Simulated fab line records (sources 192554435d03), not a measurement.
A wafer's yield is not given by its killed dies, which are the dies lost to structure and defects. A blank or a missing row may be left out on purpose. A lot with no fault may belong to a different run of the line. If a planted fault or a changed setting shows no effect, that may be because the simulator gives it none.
Matching of chambers    flow n5Finfet    rieDiel-02 running N5_BEOL_M1_ETCH_69: 4 sister chambers
The step etches SiARC in CF4, target depth 15.6 nm, time 26 s. 18 wafers are shown with their chamber, then 9 later ones without.

## WAFERS WITH THEIR CHAMBER
wafer   chamber  showerheadPlenumPTorr (Torr)  drypumpMotorCurrentA (A)  etchRfOnTimeS (s)
L075.1  3        2.05                          4.9                       24.8
L075.4  0        2.18                          5.7                       26.2
L075.6  1        2.11                          6.4                       26.5
L077.2  1        2.11                          6.3                       26.4
L077.4  0        2.18                          5.7                       26.3
L077.5  0        2.18                          5.7                       26.3
L081.3  2        2.15                          5.9                       26.1
L081.5  0        2.18                          5.7                       26.8
L081.6  3        2.05                          4.9                       25.0
L085.2  2        2.15                          5.9                       25.9
L085.3  3        2.04                          4.9                       25.0
L085.5  3        2.04                          4.9                       24.8
L087.1  0        2.18                          5.7                       26.3
L087.3  2        2.15                          5.9                       26.0
L087.6  0        2.18                          5.7                       26.1
L090.1  0        2.18                          5.7                       26.5
L090.3  3        2.04                          4.8                       25.2
L090.5  0        2.18                          5.7                       26.2

SIGNATURES (averages over the wafers above)
reading                chamber 0  chamber 1  chamber 2  chamber 3  scatter within a chamber
showerheadPlenumPTorr  2.1800     2.1100     2.1500     2.0440     0.00293
drypumpMotorCurrentA   5.700      6.350      5.900      4.880      0.0305
etchRfOnTimeS          26.337     26.450     26.000     24.960     0.184
Rule: a wafer lies at a distance from a chamber equal to the root of the sum of squares, over the readings, of (its reading less the chamber's mean, divided by the reading's scatter). The wafer belongs to the nearest chamber; if the next one is less than 2 further off, it can't be placed. The scatter is the square root of a quotient: the sum, over the shown wafers, of each reading's squared deviation from its chamber's mean, divided by wafers minus chambers.

## WAFERS WHOSE CHAMBER IS MISSING
wafer   showerheadPlenumPTorr (Torr)  drypumpMotorCurrentA (A)  etchRfOnTimeS (s)
L092.2  2.11                          6.3                       25.7
L092.3  2.17                          5.7                       26.1
L092.6  2.15                          5.8                       25.8
L094.1  2.17                          5.7                       26.2
L094.5  2.04                          4.9                       25.1
L094.6  2.17                          5.7                       26.7
L095.1  2.14                          5.9                       26.0
L095.4  2.04                          4.9                       24.9
L095.5  2.14                          5.8                       25.8

## EACH ONE'S CHAMBER
wafer   from the rows above  in truth
L092.2  1                    1
L092.3  0                    0
L092.6  2                    2
L094.1  0                    0
L094.5  3                    3
L094.6  0                    0
L095.1  2                    2
L095.4  3                    3
L095.5  2                    2
Placed correctly: 9 of 9. Number that these rows cannot place: 0. 0 placed wrongly.
